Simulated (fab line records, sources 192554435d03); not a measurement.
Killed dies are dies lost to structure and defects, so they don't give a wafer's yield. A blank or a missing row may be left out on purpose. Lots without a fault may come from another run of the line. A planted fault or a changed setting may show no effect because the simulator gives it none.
Split-lot experiment | flow n5_finfet | 7 lots, 21 wafers read, on a route of 1938 steps

THE SPLIT
At N5_BEOL_M14_ILD_DEP_00 (deposits SiO2 from TEOS/O2, target thk 1119.3 nm, time 237.4 s), the setting time_s was moved away from the recipe's 237.4 s on 6 of the 21 wafers read, by -7.4% to +5.2%. The other wafers ran this setting at the recipe's value.

The file shows no step between the split and the reading.

THE READING
M14_ILD_THK, in nm, at N5_BEOL_M14_THK_MEAS_01. Fault-free wafers of this fab line usually give 1126 nm, standard deviation 15 nm.

wafer  | tool, chamber at the split | time_s as run, s | against the recipe | M14_ILD_THK, nm | against lot-mates on the recipe
L079.2 | pecvd-03, 2                | 237.4            | recipe             | 1100            | -
L079.3 | pecvd-03, 0                | 237.4            | recipe             | 1097            | -
L079.5 | pecvd-03, 1                | 237.4            | recipe             | 1128            | -
L077.1 | pecvd-03, 1                | 237.4            | recipe             | 1136            | -
L077.3 | pecvd-03, 2                | 219.9            | -7.4%              | 1032            | -94
L077.5 | pecvd-03, 2                | 237.4            | recipe             | 1117            | -
L078.1 | pecvd-03, 1                | 237.4            | recipe             | 1122            | -
L078.2 | pecvd-03, 2                | 237.4            | recipe             | 1101            | -
L078.6 | pecvd-03, 1                | 237.4            | recipe             | 1139            | -
L080.1 | pecvd-02, 0                | 249.5            | +5.1%              | 1166            | +28
L080.2 | pecvd-02, 1                | 249.5            | +5.1%              | 1198            | +60
L080.6 | pecvd-02, 0                | 237.4            | recipe             | 1138            | -
L084.2 | pecvd-01, 1                | 237.4            | recipe             | 1129            | -
L084.5 | pecvd-01, 2                | 222.6            | -6.2%              | 1046            | -88
L084.6 | pecvd-01, 1                | 237.4            | recipe             | 1140            | -
L083.3 | pecvd-03, 1                | 237.4            | recipe             | 1119            | -
L083.4 | pecvd-03, 2                | 237.4            | recipe             | 1123            | -
L083.6 | pecvd-03, 1                | 237.4            | recipe             | 1140            | -
L090.1 | pecvd-02, 2                | 249.7            | +5.2%              | 1178            | +34
L090.5 | pecvd-02, 2                | 237.4            | recipe             | 1144            | -
L090.6 | pecvd-02, 0                | 249.7            | +5.2%              | 1212            | +68

THE FIT
A straight line over all 21 wafers: M14_ILD_THK changes by +12.5 nm for each +1% of time_s; r = +0.93; the points scatter about the line by 16 nm.
The same after taking each lot's own level away (the mean of its wafers on the recipe; 21 wafers): +11.3 nm for each +1%; r = +0.94; scatter 14 nm.
On that fit, the largest move of time_s shifts the reading by 83 nm.
The lots' own levels span 1108.3 to 1144.0 nm, that is 2.4 times the standard deviation above.
So the lot-to-lot level changes the slope: the two fits differ.
Check: with one of the wafers moved furthest among these (-7.4%) left out of the fit, the line predicts -82.6 nm for it against its lot-mates. It came out at -94.5 nm against them.

THE WHOLE CHAIN: every reading that the file lists as answering this split, in the file's order
step                    | what it does                                                   | reading                                                                             | change (the file's fit)              | r (the file's)
N5_BEOL_M14_ILD_DEP_00  | deposits SiO2 from TEOS/O2, target thk 1119.3 nm, time 237.4 s | SiO2_of_BEOL_M14_ILD_DEP_00.thk_nm (the simulator's own value, which no gauge read) | +11.8 nm for each +1% of the setting | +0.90
N5_BEOL_M14_THK_MEAS_01 |                                                                | M14_ILD_THK                                                                         | +11.8 for each +1% of the setting    | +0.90
N5_BEOL_M14_VIA_ETCH_16 | etches SiO2 in C4F8/O2/Ar, target depth 1231.3 nm              | etch.depth_nm (the simulator's own value, which no gauge read)                      | +11.8 nm for each +1% of the setting | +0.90
N5_BEOL_M14_VIA_ETCH_16 | etches SiO2 in C4F8/O2/Ar, target depth 1231.3 nm              | coat_of_BEOL_M14_COAT_04.thk_nm (the simulator's own value, which no gauge read)    | -2.9 nm for each +1% of the setting  | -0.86

THE FILE'S OWN FIT
M14_ILD_THK changes by +11.8 nm for each +1% of time_s, r = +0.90.
